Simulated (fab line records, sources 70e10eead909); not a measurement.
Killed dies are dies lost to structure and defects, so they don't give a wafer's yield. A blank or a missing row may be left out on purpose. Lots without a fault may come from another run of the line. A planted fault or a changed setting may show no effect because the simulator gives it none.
fab line records | flow nand_harc
record lots=7 wafers=21 last_day=34
route steps=1302 shown A_CONTACT@1072 END@1302
lots that met no fault: from a run of the same line without faults
start_h: hours from the record's first day to the start of the lot's first wafer shown | wait_h: hours since the lot's step before | " the same as in the row above | L1.1+2: a row that stands for several wafers | - no value, or no start given | * or withheld: withheld | < > ~ a bound
route shown NAME@n: a module of which the file shows steps, and the number in the route of the first | usual: mean/standard deviation of fault-free wafers | same: alike in all rows | chamber/n: place in a boat | sites: the reading at each site | _std_site: their standard deviation | _edge_site: outer sites' mean less inner sites' | radius_mm: how far each site lies from the wafer's centre | mask NAME#n: copy n | behind: the tool/chamber that last shaped the wafer | hold: why the lot was held/for how many hours/how that ended | device: the transistor (n, p or np) that didn't switch | end of line: the same wafers' tests at the end of the route | a step without rows: its recipe alone | killed: dies lost to structure and defects at the first sort, not the wafer's yield | map: a wafer's dies, x killed, . not, _ none there
set.NAME: the setting as run; set.NAME@STEP: as run at that earlier step | model.NAME: the simulator's own value behind a step, which no gauge read
lots at some steps of the route; a table a step, a row a wafer
services: from which hour (start_h, from the record's first day; less than 0 if before it) a tool's chamber was out of use, for how many hours, and why
## steps
# step NHARC_A_CONTACT_COAT_02
# recipe spin_rpm=1500 resist_thk_nm=90
# step NHARC_A_CONTACT_SOFTBAKE_03
# recipe temp_c=105 time_s=55
# step NHARC_A_CONTACT_EBR_04
# step NHARC_A_CONTACT_EXPOSE_05
# recipe na=1.35 sigma_outer=0.8 dose_mj=84.24 mask_id=A_CC
# step NHARC_A_CONTACT_PEB_06
# recipe peb_temp_c=100 peb_time_s=65
# step NHARC_A_CONTACT_DEVELOP_07
# recipe develop_time_s=35 dev_temp_c=23
# step NHARC_A_CONTACT_CD_MEAS_08
# recipe target_cd_nm=200 landing_energy_ev=500
# usual cd_nm=199.9/0.48
# columns lot.wafer tool chamber start_h wait_h cd_nm
L221.1 cd_sem-03 0 524.66 - 199.9
L221.2 " 0 " " 200.2
L221.3 " 0 " " 200.2
L223.2 cd_sem-01 0 532.86 - 199.8
L223.3 " 0 " " 200.2
L223.6 " 0 " " 199.9
L233.2 cd_sem-02 0 654.99 - 201.4
L233.3 " 0 " " 201.2
L233.4 " 0 " " 200.4
L235.1 cd_sem-02 0 658.86 - 199.2
L235.4 " 0 " " 199.8
L235.6 " 0 " " 200.0
L237.1 cd_sem-03 0 679.97 - 199.8
L237.3 " 0 " " 199.4
L237.6 " 0 " " 200.2
L236.3 cd_sem-02 0 681.02 - 200.2
L236.4 " 0 " " 199.4
L236.6 " 0 " " 200.0
L243.1 cd_sem-02 0 756.89 - 200.0
L243.2 " 0 " " 199.2
L243.3 " 0 " " 199.4
# step NHARC_A_CONTACT_OVL_MEAS_09
# usual overlay_x_nm=-0.2/0.77 overlay_y_nm=-0.1/0.79
# columns lot.wafer tool chamber start_h wait_h overlay_x_nm overlay_y_nm
L221.1 overlay-01 - 524.74 - 0.3 1.1
L221.2 " - " " -0.2 0.9
L221.3 " - " " -0.1 1.6
L223.2 overlay-01 - 532.95 - 0.9 -0.3
L223.3 " - " " 0.9 -0.5
L223.6 " - " " 0.2 -0.7
L233.2 overlay-01 - 655.08 - -0.5 1.5
L233.3 " - " " -1.0 0.5
L233.4 " - " " -1.0 0.2
L235.1 overlay-01 - 658.94 - -1.2 0.7
L235.4 " - " " -1.3 0.8
L235.6 " - " " -1.1 0.7
L237.1 overlay-02 - 680.05 - 1.4 0.2
L237.3 " - " " 0.9 -0.5
L237.6 " - " " 1.2 0.5
L236.3 overlay-02 - 681.12 - 0.9 -0.3
L236.4 " - " " 0.3 -0.5
L236.6 " - " " 0.4 0.0
L243.1 overlay-02 - 756.98 - -1.2 -1.0
L243.2 " - " " -0.8 -1.9
L243.3 " - " " -1.2 -1.9
# step NHARC_A_CONTACT_INSPECT_10
# usual raw_defect_count=80/35
# columns lot.wafer tool chamber start_h wait_h raw_defect_count
L221.1 defect_inspect-01 - 524.78 0.0 85
L221.2 " - " " 98
L221.3 " - " " 100
L223.2 defect_inspect-02 - 532.98 0.0 64
L223.3 " - " " 78
L223.6 " - " " 62
L233.2 defect_inspect-01 - 655.11 0.0 40
L233.3 " - " " 60
L233.4 " - " " 52
L235.1 defect_inspect-02 - 658.98 0.0 164
L235.4 " - " " 157
L235.6 " - " " 163
L237.1 defect_inspect-01 - 680.09 0.0 39
L237.3 " - " " 27
L237.6 " - " " 27
L236.3 defect_inspect-01 - 681.15 0.0 72
L236.4 " - " " 61
L236.6 " - " " 59
L243.1 defect_inspect-01 - 757.01 0.0 76
L243.2 " - " " 84
L243.3 " - " " 66
# step NHARC_A_CONTACT_DESCUM_13
# recipe time_s=3 o2_flow_sccm=200 ar_flow_sccm=0 bias_power_w=0 chemistry=O2
# usual drypump_motor_current_A=5.7/0.4 mfc_ar_sccm=0.009/0.014 oes_product_au=1.003/0.01 rf_vpp_V=57.6/0.87 showerhead_plenum_p_Torr=1.88/0.036 throttle_valve_pct=11.311/0.0089
# columns lot.wafer tool chamber start_h wait_h drypump_motor_current_A mfc_ar_sccm oes_product_au rf_hours_counter_h rf_vpp_V showerhead_plenum_p_Torr throttle_valve_pct
L221.3 rie_diel-03 1 524.84 0.1 5.6 0 0.997 10 57.8 1.87 11.299
L221.1 " 3 " " 5.3 0.034 0.999 12 57.3 1.90 11.308
L221.2 " 0 " " 5.4 0.005 1.014 11 57.6 1.90 11.314
L223.3 rie_diel-03 1 533.04 0.1 5.6 0 0.997 13 58.1 1.87 11.309
L223.2 " 0 " " 5.4 0.005 1.005 13 57.5 1.90 11.303
L223.6 " 2 " " 6.4 0 1.021 - 58.6 1.84 11.319
L233.4 rie_diel-12 2 655.17 0.1 5.6 0 1.002 6 57.3 1.94 11.305
L233.2 " 0 " " 5.7 0.021 1.005 6 58.2 1.91 11.322
L233.3 " 1 " " 5.8 0.014 1.011 6 57.8 1.92 11.327
L235.4 rie_diel-03 1 659.06 0.1 5.6 0 0.998 4 57.8 1.86 11.295
L235.1 " 2 " " 6.3 0 1.009 3 57.1 1.84 11.309
L235.6 " 3 " " 5.3 0.034 0.995 - 57.4 1.89 11.315
L237.3 rie_diel-03 0 680.17 0.1 5.4 0.005 0.996 7 57.9 1.89 11.305
L237.1 " 1 " " 5.6 0 0.988 8 56.0 1.86 11.302
L237.6 " 2 " " 6.4 0 1.013 - 57.3 1.84 11.306
L236.4 rie_diel-03 0 681.21 0.1 5.4 0.005 0.997 8 57.3 1.89 11.305
L236.3 " 2 " " 6.3 0 1.014 8 57.7 1.84 11.302
L236.6 " 1 " " 5.6 0 0.990 - 57.7 1.86 11.312
L243.2 rie_diel-03 2 757.10 0.1 6.3 0 1.010 18 56.9 1.83 11.321
L243.3 " 3 " " 5.3 0.034 0.997 24 56.4 1.89 11.312
L243.1 " 0 " " 5.4 0.005 0.991 23 58.0 1.88 11.314
# step NHARC_A_CONTACT_ETCH_88
# recipe target_depth_a=390 over_etch_frac=0.3 time_s=65 ion_energy_ev=80 cf4_flow_sccm=150 ar_flow_sccm=0 rf_w=300 bias_w=100 chemistry=CF4
# usual drypump_motor_current_A=5.7/0.41 mfc_ar_sccm=0.010/0.014 oes_product_au=1.003/0.01 rf_vpp_V=150.9/0.84 showerhead_plenum_p_Torr=1.737/0.029 throttle_valve_pct=13.285/0.0098
# columns lot.wafer tool chamber start_h wait_h drypump_motor_current_A mfc_ar_sccm oes_product_au rf_hours_counter_h rf_vpp_V showerhead_plenum_p_Torr throttle_valve_pct
L221.2 rie_diel-03 1 525.10 0.2 5.6 0 1.006 10 149.9 1.728 13.278
L221.3 " 3 " " 5.3 0.034 0.994 12 151.3 1.758 13.278
L221.1 " 0 " " 5.4 0.005 0.997 11 150.7 1.755 13.263
L223.3 rie_diel-03 0 533.13 0.1 5.4 0.005 1.015 13 150.5 1.754 13.286
L223.2 " 1 " " 5.6 0 1.010 13 152.2 1.727 13.292
L223.6 " 3 " " 5.3 0.034 0.994 - 150.4 1.758 13.279
L233.2 rie_diel-12 0 655.26 0.1 5.7 0.021 0.999 6 151.2 1.763 13.283
L233.4 " 1 " " 5.9 0.014 1.000 6 151.4 1.771 13.275
L233.3 " 2 " " 5.7 0 0.996 6 150.5 1.794 13.280
L235.1 rie_diel-03 3 659.15 0.1 5.3 0.034 0.992 2 151.4 1.751 13.275
L235.4 " 2 " " 6.3 0 1.008 3 151.9 1.705 13.301
L235.6 " 0 " " 5.4 0.005 0.980 - 151.7 1.749 13.268
L237.3 rie_diel-03 1 680.24 0.1 5.6 0 0.985 8 150.9 1.720 13.293
L237.1 " 2 " " 6.3 0 1.025 7 150.6 1.704 13.287
L237.6 " 0 " " 5.4 0.005 0.984 - 149.9 1.747 13.278
L236.3 rie_diel-03 1 681.30 0.1 5.6 0 1.004 8 151.6 1.720 13.278
L236.4 " 3 " " 5.3 0.034 0.993 7 150.1 1.750 13.300
L236.6 " 1 " " 5.6 0 0.989 - 150.6 1.720 13.295
L243.2 rie_diel-03 3 757.20 0.1 5.3 0.034 0.987 24 152.2 1.746 13.281
L243.3 " 0 " " 5.4 0.005 1.003 23 150.4 1.743 13.282
L243.1 " 2 " " 6.3 0 0.998 18 151.1 1.700 13.289
# step NHARC_A_CONTACT_ETCH_89
# recipe target_depth_a=2600 over_etch_frac=0.3 time_s=475.3 ion_energy_ev=200 n2_flow_sccm=150 h2_flow_sccm=150 ar_flow_sccm=0 rf_w=400 bias_w=150 chemistry=N2/H2
# usual drypump_motor_current_A=5.7/0.39 mfc_ar_sccm=0.009/0.014 oes_product_au=1.002/0.0099 rf_vpp_V=429.5/1.3 showerhead_plenum_p_Torr=2.00/0.036 throttle_valve_pct=14.171/0.0087
# columns lot.wafer tool chamber start_h wait_h drypump_motor_current_A mfc_ar_sccm oes_product_au rf_hours_counter_h rf_vpp_V showerhead_plenum_p_Torr throttle_valve_pct
L221.1 rie_diel-03 0 - - 5.4 0.005 1.019 11 429.9 2.02 14.166
L221.2 " 1 " " 5.6 0 1.005 10 427.9 1.99 14.164
L221.3 " 3 " " 5.3 0.034 1.002 12 429.0 2.03 14.169
L223.3 rie_diel-03 2 - - 6.4 0 1.015 15 429.7 1.97 14.177
L223.2 " 3 " " 5.3 0.034 0.995 14 430.8 2.03 14.172
L223.6 " 1 " " 5.6 0 1.003 - 428.9 1.99 14.171
L233.2 rie_diel-12 0 - - 5.7 0.021 1.000 6 430.5 2.03 14.175
L233.4 " 1 " " 5.9 0.014 1.010 6 431.1 2.04 14.186
L233.3 " 2 " " 5.7 0 0.995 6 432.4 2.07 14.172
L235.1 rie_diel-03 0 - - 5.4 0.005 0.975 4 430.2 2.01 14.174
L235.4 " 2 " " 6.3 0 1.012 3 427.5 1.96 14.171
L235.6 " 3 " " 5.3 0.034 1.003 - 429.7 2.02 14.160
L237.3 rie_diel-03 3 - - 5.3 0.034 0.998 7 429.0 2.02 14.163
L237.1 " 1 " " 5.6 0 1.005 8 427.3 1.98 14.175
L237.6 " 3 " " 5.3 0.034 0.993 - 429.5 2.02 14.180
L236.3 rie_diel-03 0 - - 5.4 0.005 0.995 8 429.7 2.01 14.175
L236.4 " 3 " " 5.3 0.034 0.998 7 429.8 2.02 14.170
L236.6 " 1 " " 5.6 0 0.996 - 429.4 1.98 14.165
L243.3 rie_diel-03 3 - - 5.3 0.034 0.994 24 430.1 2.01 14.165
L243.1 " 0 " " 5.4 0.005 1.003 23 428.5 2.01 14.172
L243.2 " 2 " " 6.4 0 1.001 18 428.0 1.95 14.184
# step NHARC_A_CONTACT_ETCH_30
# recipe target_depth_a=726 time_s=36.3 cf4_flow_sccm=100 chf3_flow_sccm=30 ar_flow_sccm=0 rf_w=500 bias_w=200 chemistry=CF4/CHF3
# usual drypump_motor_current_A=5.7/0.4 mfc_ar_sccm=0.009/0.014 oes_product_au=0.933/0.015 rf_vpp_V=369.7/1.3 showerhead_plenum_p_Torr=1.55/0.03 throttle_valve_pct=16.801/0.0087
# columns lot.wafer tool chamber start_h wait_h drypump_motor_current_A mfc_ar_sccm oes_product_au rf_hours_counter_h rf_vpp_V showerhead_plenum_p_Torr throttle_valve_pct
L221.3 rie_diel-03 1 526.08 - 5.6 0 0.925 11 368.0 1.54 16.802
L221.2 " 3 " " 5.3 0.034 0.922 13 370.2 1.56 16.801
L221.1 " 0 " " 5.4 0.005 0.933 12 371.0 1.56 16.801
L223.3 rie_diel-03 2 533.56 - 6.3 0 0.935 15 367.5 1.52 16.792
L223.2 " 0 " " 5.4 0.005 0.930 14 370.4 1.56 16.811
L223.6 " 3 " " 5.3 0.034 0.925 - 369.8 1.56 16.802
L233.4 rie_diel-12 0 655.69 - 5.7 0.021 0.925 6 370.3 1.57 16.804
L233.3 " 1 " " 5.9 0.014 0.921 6 371.1 1.57 16.810
L233.2 " 3 " " 5.9 0 0.902 6 374.1 1.68 16.804
L235.1 rie_diel-03 0 659.76 - 5.4 0.005 0.783 4 371.2 1.55 16.791
L235.4 " 1 " " 5.7 0 0.927 4 370.0 1.53 16.808
L235.6 " 1 " " 5.6 0 0.790 - 370.2 1.53 16.803
L237.3 rie_diel-03 3 680.76 - 5.2 0.034 0.925 7 371.0 1.56 16.803
L237.1 " 0 " " 5.4 0.005 0.793 8 370.7 1.55 16.789
L237.6 " 2 " " 6.3 0 0.805 - 367.8 1.51 16.795
L236.3 rie_diel-03 1 681.74 - 5.6 0 0.926 9 368.8 1.53 16.801
L236.4 " 3 " " 5.3 0.034 0.925 7 370.8 1.56 16.815
L236.6 " 1 " " 5.6 0 0.791 - 369.0 1.53 16.793
L243.1 rie_diel-03 0 757.88 - 5.4 0.005 0.945 23 369.9 1.55 16.801
L243.2 " 2 " " 6.3 0 0.948 18 369.2 1.51 16.802
L243.3 " 3 " " 5.3 0.034 0.934 24 369.0 1.55 16.806
# step NHARC_A_CONTACT_ETCH_31
# recipe target_depth_a=28000 over_etch_frac=0.3 time_s=728 ion_energy_ev=150 o2_flow_sccm=400 cos_flow_sccm=20 ar_flow_sccm=0 rf_w=500 bias_w=300 chemistry=O2/COS
# usual drypump_motor_current_A=5.7/0.41 mfc_ar_sccm=0.010/0.014 oes_product_au=1.002/0.0099 rf_vpp_V=313.5/1.1 showerhead_plenum_p_Torr=3.07/0.061 throttle_valve_pct=28.329/0.0089
# columns lot.wafer tool chamber start_h wait_h drypump_motor_current_A mfc_ar_sccm oes_product_au rf_hours_counter_h rf_vpp_V showerhead_plenum_p_Torr throttle_valve_pct
L221.2 rie_diel-03 1 - - 5.6 0 0.997 11 312.2 3.05 28.333
L221.3 " 2 " " 6.3 0 1.018 14 312.3 3.02 28.323
L221.1 " 0 " " 5.4 0.005 1.006 12 314.1 3.10 28.315
L223.2 rie_diel-03 3 - - 5.3 0.034 0.995 14 313.6 3.10 28.329
L223.3 " 0 " " 5.4 0.005 1.004 14 313.3 3.10 28.333
L223.6 " 1 " " 5.6 0 0.994 - 314.2 3.05 28.339
L233.2 rie_diel-12 1 - - 5.9 0.014 1.017 6 313.7 3.12 28.334
L233.4 " 2 " " 5.6 0 0.997 6 315.2 3.17 28.310
L233.3 " 3 " " 5.9 0 0.987 6 316.8 3.34 28.336
L235.1 rie_diel-03 1 - - 5.6 0 0.997 4 313.5 3.04 28.332
L235.4 " 3 " " 5.3 0.034 0.999 3 315.2 3.09 28.327
L235.6 " 0 " " 5.4 0.005 0.989 - 313.2 3.08 28.321
L237.1 rie_diel-03 1 - - 5.6 0 0.986 8 312.4 3.04 28.326
L237.3 " 2 " " 6.3 0 1.019 7 312.9 3.00 28.329
L237.6 " 1 " " 5.6 0 0.991 - 312.9 3.04 28.331
L236.3 rie_diel-03 1 - - 5.6 0 0.992 9 312.9 3.04 28.323
L236.4 " 3 " " 5.3 0.034 1.000 7 314.6 3.09 28.320
L236.6 " 2 " " 6.4 0 1.017 - 313.4 3.00 28.321
L243.3 rie_diel-03 2 - - 6.3 0 0.998 19 312.8 3.00 28.335
L243.1 " 3 " " 5.3 0.034 0.991 25 313.9 3.08 28.341
L243.2 " 0 " " 5.4 0.005 0.992 23 312.8 3.08 28.312
# step NHARC_END_SORT_01
# recipe temp_c=25
# usual killed_at_array=56/19 killed_at_other=0.8/1.1 killed_at_periphery=3.4/2.5 killed_dies=60/19 killed_open=2.9/1.7 killed_short=2.4/1.6
# same gross_dies=677
# columns lot.wafer tool chamber start_h wait_h killed_at_array killed_at_other killed_at_periphery killed_dies killed_open killed_short
L235.1 prober-01 0 716.85 2.5 594 0 5 599 2 2
L235.6 prober-01 0 720.83 4.0 592 0 2 594 1 2
L237.1 prober-02 0 729.62 2.5 570 0 2 572 1 0
L237.6 prober-02 0 733.59 4.0 565 0 1 566 2 2
L236.3 prober-01 0 731.22 3.1 58 3 0 61 3 1
L236.4 prober-01 0 732.02 3.4 54 2 2 58 6 4
L236.6 prober-01 0 733.62 4.0 608 2 3 613 7 3
# killed by level:class
L235.1 A_CONTACT:area_etch=496 A_SLIT:chamber_film_flake=43 A_CHANNEL_HOLE_D1:chamber_film_flake=25 A_CHANNEL_HOLE_D2:chamber_film_flake=24 P_M0:chamber_film_flake=2 P_M0:geometric_particle:open=1 A_SOURCE_PLATE:geometric_particle:short=1 A_CHANNEL_FILL_D1:geometric_particle:open=1
L235.6 A_CONTACT:area_etch=499 A_SLIT:chamber_film_flake=36 A_CHANNEL_HOLE_D1:chamber_film_flake=32 A_CHANNEL_HOLE_D2:chamber_film_flake=19 A_STAIRCASE:chamber_film_flake=2 P_M0:geometric_particle:open=1 A_CHANNEL_FILL_D2:geometric_particle:short=1 A_SGD_CUT:geometric_particle:short=1
L237.1 A_CONTACT:area_etch=539 A_CHANNEL_HOLE_D1:chamber_film_flake=14 A_SLIT:chamber_film_flake=6 A_CONTACT:chamber_film_flake=6 A_WL_FILL:chamber_film_flake=3 P_GATE:geometric_particle:open=1 P_GATE:chamber_film_flake=1 A_DECK1_JOINT:chamber_film_flake=1
L236.3 A_CHANNEL_HOLE_D2:chamber_film_flake=19 A_CHANNEL_HOLE_D1:chamber_film_flake=13 A_STAIRCASE:chamber_film_flake=6 A_SLIT:chamber_film_flake=6 A_CONTACT:chamber_film_flake=4 A_WL_FILL:chamber_film_flake=3 THIN_TSV:chamber_film_flake=3 A_ZERO_WELL:chamber_film_flake=2
L236.4 A_CHANNEL_HOLE_D2:chamber_film_flake=22 A_CHANNEL_HOLE_D1:chamber_film_flake=9 A_CONTACT:chamber_film_flake=7 A_SLIT:chamber_film_flake=3 A_WL_FILL:geometric_particle:short=2 A_WL_FILL:chamber_film_flake=2 THIN_TSV:chamber_film_flake=2 A_SOURCE_PLATE:geometric_particle:open=1
L237.6 A_CONTACT:area_etch=540 A_CHANNEL_HOLE_D1:chamber_film_flake=9 A_SLIT:chamber_film_flake=5 A_CONTACT:chamber_film_flake=3 A_WL_FILL:chamber_film_flake=2 A_SGD_CUT:chamber_film_flake=2 P_CONTACT:geometric_particle:open=1 A_CHANNEL_HOLE_D1:geometric_particle:open=1
L236.6 A_CONTACT:area_etch=558 A_CHANNEL_HOLE_D2:chamber_film_flake=22 A_CHANNEL_HOLE_D1:chamber_film_flake=8 A_CONTACT:chamber_film_flake=5 A_STAIRCASE:chamber_film_flake=4 A_SLIT:chamber_film_flake=2 A_WL_FILL:chamber_film_flake=2 P_GATE:geometric_particle:open=1
# map L235.1 (x killed, . not)
____________x____________
_________xxxxxxx_________
_______xxxxxxxxxxx_______
______xxx.xxx.xxxxx______
_____xxxxxxxxx.xxxxx_____
____xxxxxxxxxxxxxxxxx____
____xxxxxxxxx.xxxxxxx____
___xxxxxxxxxxxxxxxxxxx___
___xxxxxxxxxxxxxxxxxxx___
__xxxx.xxxxxxxxxxxxxxxx__
__xxxxxxx.xxxxxxxxxxxxx__
_xxxxxx.xxxxxx.xxxxxxxxx_
_xxxx..xx.xxxxxxxxxxxxxx_
_.xx.xx.xxxxxxxxxxxxxxxx_
_xxxx.xxxxxxxxxxxxxxxxxx_
_xx.xx.xxxx.xxxxxxxxxxxx_
xxxxxx.xxx.xxxx.xxxxxxxxx
.xxxxxxxxxx.xxxx..x.xxxxx
xxxx..x.xxxxx.xxxxxxxxxxx
x.xxxxxx..x.xx.xxx.xxxxxx
xxxxxxxxxx..xxxxxxxx.xxxx
_xxxxxx.x.x.xx.xxxxxx.xx_
_xxxxxxxxx.xx.xxxxxxxxxx_
_xx.xx..xxxxxxxx.xxxxxxx_
_xxxxxxxxxx.xx..xx.xxxxx_
_xxx.xxxx..xxxxx.xxxxxxx_
__x.xxxxxx..xxx.x.xxxxx__
__x.xxxxx.xxxxxxxxxxxxx__
___xxxx..xxx.xxxxxxxxx___
___xx.xxxxx.xxxxxxxxxx___
____xxxxxx.x.xxxxxxxx____
____xxxx.xx.xxxxxxxxx____
_____xxxxxx.xxxxxxxx_____
______xxx.xx.xxxxxx______
_______xxxxxx.xxxx_______
_________xxxxxxx_________
____________x____________
# map L236.6 (x killed, . not)
____________x____________
_________xxxxxxx_________
_______xxxxx.xxxx._______
______xx.xxxxxxxxxx______
_____xxxxxxxxxxxxxxx_____
____xxxxxxxxxxxxxxxxx____
____xxxxxxxxxxx..xx.x____
___.xxxxxxxxxxxxxxxxx.___
___.xxxxxxxxxxxxxxxxx.___
__xxxxxxxxxxxxxx.xxxx.x__
__xxxxxxxxxxxxxxxxxxxx.__
_xxx.xxxxxxxxxxxxxxxx.xx_
_xxxxxxxxxxxxxxxxx.xx.xx_
_xxxxxxxxxxxxxxxxxxxx.xx_
_xxxxxxxxxxxxxxxxxxxxxxx_
_xxxxxxxxxxxxxxxxxxx.x.x_
xxxxxxxxxxxxxxxxxxxxxxxxx
xxxxxxxxxxxxxxxxxxxxxx.xx
xxxxxxxxxxxxxxxxxxxxxx.xx
xxxxxxxxxxxxxxxxxx.xxxxx.
xxxxxxxxxxxxxxxxxxxxxxx..
_xxxxxxxxxxxxxxxxxxxxxx._
_xxxx.x.xxxxxxxxx..xxxx._
_xxxxxxxxxxxxxxxxxxxxxxx_
_xxxxxxxxxxxxxxx.xxxx.xx_
_xxxxxxxxxxxxxxxxxxx..x._
__.xxxxxxxxxxxxxx.xxx.x__
__x.xxxxxxxxxxxxxxxx.xx__
___.xxxxxxxxxxxxxxxxx.___
___xx.xxxxxx.xxxx.x..x___
____xxxxxxxxxxxxxx...____
____xxxxxxxxxxxxxx.x.____
_____x.xxxx...xxxxxx_____
______xxxxxxxxxx.xx______
_______..xxxxxx..x_______
_________x.xxxxx_________
____________x____________
## services
# columns tool chamber start_h hours kind
rie_diel-03 0 517.02 - clean
rie_diel-03 1 517.02 - clean
rie_diel-03 2 517.02 - clean
rie_diel-03 3 517.02 - clean
rie_diel-03 0 541.52 - clean
rie_diel-03 1 541.52 - clean
rie_diel-03 2 541.52 - clean
rie_diel-03 3 541.52 - clean
rie_diel-03 0 566.02 - clean
rie_diel-03 1 566.02 - clean
rie_diel-03 2 566.02 - clean
rie_diel-03 3 566.02 - clean
rie_diel-03 0 590.59 - clean
rie_diel-03 1 590.59 - clean
rie_diel-03 2 622.41 1.5 repair
rie_diel-12 - 622.96 9.0 pm
rie_diel-03 - 635.32 9.0 pm
rie_diel-03 - 660.49 0.7 repair
rie_diel-12 0 679.56 14.0 repair
rie_diel-03 0 698.57 9.7 repair
rie_diel-03 2 712.15 28.9 repair
rie_diel-03 3 719.20 1.4 repair
rie_diel-03 1 737.83 9.3 repair
rie_diel-03 1 755.20 4.9 repair
## key
first_sign step=NHARC_A_CONTACT_ETCH_30 reading=oes_product_au direction=down sigmas=9.2 usual=0.933 struck=0.792
effect step=NHARC_END_SORT_01 reading=killed_at_array direction=up sigmas=28 usual=56 struck=586
more_kills_born_at NHARC_A_CONTACT_ETCH_30@rie_diel-03=2632
met_at NHARC_A_CONTACT_ETCH_30
struck_wafers L235.1,L235.6,L236.6,L237.1,L237.6
later_rows_left_out L235.1,L235.6,L236.6,L237.1,L237.6
tester_left_out L235,L236,L237
onset_between 533.56 659.76
fault kind=process_parameter_drift tool=rie_diel-03 chamber=- onset_h=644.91 steps=NHARC_A_CONTACT_ETCH_30 channel=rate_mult offset=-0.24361 shape=step end_h=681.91 scope=struck_wafers_only
# tester_left_out: of these lots the tester's yield and bins aren't shown, on N5 and GAA mostly nor the transistor test; their killed dies are dies lost to structure and defects alone, not to doping, threshold or leakage, so they don't give the yield
# later_rows_left_out: the simulator's readings of these wafers behind a module that went badly wrong aren't trusted and aren't shown, but for the sort
